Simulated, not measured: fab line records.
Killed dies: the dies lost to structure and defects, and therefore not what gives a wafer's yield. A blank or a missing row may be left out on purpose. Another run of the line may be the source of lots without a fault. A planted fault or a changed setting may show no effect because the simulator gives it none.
Chamber matching | flow n5-finfet | pecvd-04 running N5_SDB_HM_DEP_00: 3 sister chambers
The step deposits SiNx from SiH4/NH3/N2, target thk 40 nm, time 35.3 s. 3 wafers are shown with their chamber, then 8 later ones without.

## EACH WAFER AND ITS CHAMBER
wafer  | chamber | showerhead-plenum-p-Torr (Torr)
L086.4 | 0       | 5.21
L086.6 | 2       | 5.12
L091.1 | 1       | 5.20

## WAFERS MISSING THEIR CHAMBER
wafer  | showerhead-plenum-p-Torr (Torr)
L091.3 | 5.12
L091.6 | 5.21
L092.2 | 5.12
L092.5 | 5.20
L092.6 | 5.20
L097.1 | 5.19
L097.3 | 5.12
L097.6 | 5.12

## CHAMBER TAKEN BY EACH
wafer  | from the rows above | in truth
L091.3 | 2                   | 2
L091.6 | 0                   | 0
L092.2 | 2                   | 2
L092.5 | 1                   | 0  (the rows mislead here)
L092.6 | 1                   | 1
L097.1 | 1                   | 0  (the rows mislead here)
L097.3 | 2                   | 2
L097.6 | 2                   | 2
6 of 8 placed correctly. Number that these rows cannot place: 0. Placed wrongly: 2.
How it was worked out, from the rows above alone: a wafer's distance from a chamber is the root of the sum, over the readings, of the square of ((its reading less the chamber's mean) divided by the reading's scatter). The wafer belongs to the nearest chamber; if the next one is less than 2 further off, it can't be placed. The mean given for a chamber averages the wafers shown for that chamber. The scatter: root of mean squared gap, hidden wafer to nearest shown wafer, with one shown wafer a chamber.
